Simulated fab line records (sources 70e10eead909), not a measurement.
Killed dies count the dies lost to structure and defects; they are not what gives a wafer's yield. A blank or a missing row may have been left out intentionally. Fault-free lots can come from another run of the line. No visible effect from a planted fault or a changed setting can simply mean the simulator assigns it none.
A struck lot beside a sound one + flow nandHarc + 15 steps out of a route of 1159
Sound: the wafers L600.3, L600.5, L600.6. The struck wafers were L617.1, L617.2, L617.6. The cause is named last.
For every step that has rows: the tool of each side, followed by ch and its chambers, followed by its first start. Under that, the readings that differ: sound wafers + struck wafers + difference of the means + sigmas: that difference in standard deviations of wafers without a fault.
alike: a reading whose means differ by less than 2 such deviations, as well as words and numbers matching on both sides. not compared: withheld readings; readings where some wafer has no value; bounds like >300 that might hide an equal value; numbers whose values overlap and for which the record gives no deviation.
The two part at a step that has a row with sigmas, a row that says differs or no value, or rows on one side only. Numbers that don't overlap but have no deviation are shown without sigmas and don't part them. A reading missing from all wafers of one side parts the sides only when that side holds two or more wafers.

first, 1 step without rows for these wafers: NHARC_A_ONON_D1_DEP_03 (target thk 1000 nm).
NHARC_A_ONON_D1_THK_MEAS_05: measures by ellipsometry.
  sound on filmMetro-01, day 8 03:34; struck on filmMetro-01, day 12 03:57
| reading    | sound       | struck        | difference | sigmas |
|------------|-------------|---------------|------------|--------|
| thkNm (nm) | 980 980 979 | 1000 1001 999 | +20        | +2     |
after that, 1 step with no rows for these wafers: NHARC_A_ONON_D1_DEP_06 (target thk 1000 nm).
NHARC_A_ONON_D1_THK_MEAS_08: measures by ellipsometry.
  sound on filmMetro-01, day 8 04:08; struck on filmMetro-01, day 12 04:31
| reading    | sound       | struck         | difference | sigmas |
|------------|-------------|----------------|------------|--------|
| thkNm (nm) | 987 986 987 | 1012 1013 1010 | +25        | +2     |
after that, 1 step with no rows for these wafers: NHARC_A_ONON_D1_DEP_09 (target thk 1000 nm).
NHARC_A_ONON_D1_THK_MEAS_11: measures by ellipsometry.
  sound on filmMetro-02, day 8 04:43; struck on filmMetro-02, day 12 05:05
| reading    | sound          | struck      | difference | sigmas |
|------------|----------------|-------------|------------|--------|
| thkNm (nm) | 1016 1015 1016 | 995 993 995 | -21        | -2     |
after that, 1 step with no rows for these wafers: NHARC_A_ONON_D1_DEP_12 (target thk 1000 nm).
NHARC_A_ONON_D1_THK_MEAS_14: measures by ellipsometry.
  sound on filmMetro-01, day 8 05:18; struck on filmMetro-02, day 12 05:39
  alike: thkNm
then, 2 steps without rows for these wafers: NHARC_A_ONON_D1_ANNEAL_15 (time 3600 s); NHARC_A_ONON_D1_DEP_16 (target thk 1000 nm).
NHARC_A_ONON_D1_THK_MEAS_18: measures by ellipsometry.
  sound on filmMetro-01, day 8 12:30; struck on filmMetro-02, day 12 13:32
  alike: thkNm
NHARC_A_ONON_D1_DEP_19: target thk 1000 nm.
  sound on pecvdOnon-02 ch 0, day 8 12:41; struck on pecvdOnon-04 ch 0, day 12 13:35
  alike: n2FlowSccm
NHARC_A_ONON_D1_THK_MEAS_21: measures by ellipsometry.
  sound on filmMetro-01, day 8 13:05; struck on filmMetro-01, day 12 14:05
| reading    | sound       | struck         | difference | sigmas      |
|------------|-------------|----------------|------------|-------------|
| thkNm (nm) | 998 997 998 | 1780 1780 1780 | +782       | +99 or more |
then, 2 steps without rows for these wafers: NHARC_A_ONON_D1_DEP_22 (target thk 1000 nm); NHARC_END_SORT_01.

== WHERE THEY PART ==
Last at NHARC_A_ONON_D1_THK_MEAS_21 as far as this record goes, first at NHARC_A_ONON_D1_THK_MEAS_05.

WHY: what had been put in by the simulator
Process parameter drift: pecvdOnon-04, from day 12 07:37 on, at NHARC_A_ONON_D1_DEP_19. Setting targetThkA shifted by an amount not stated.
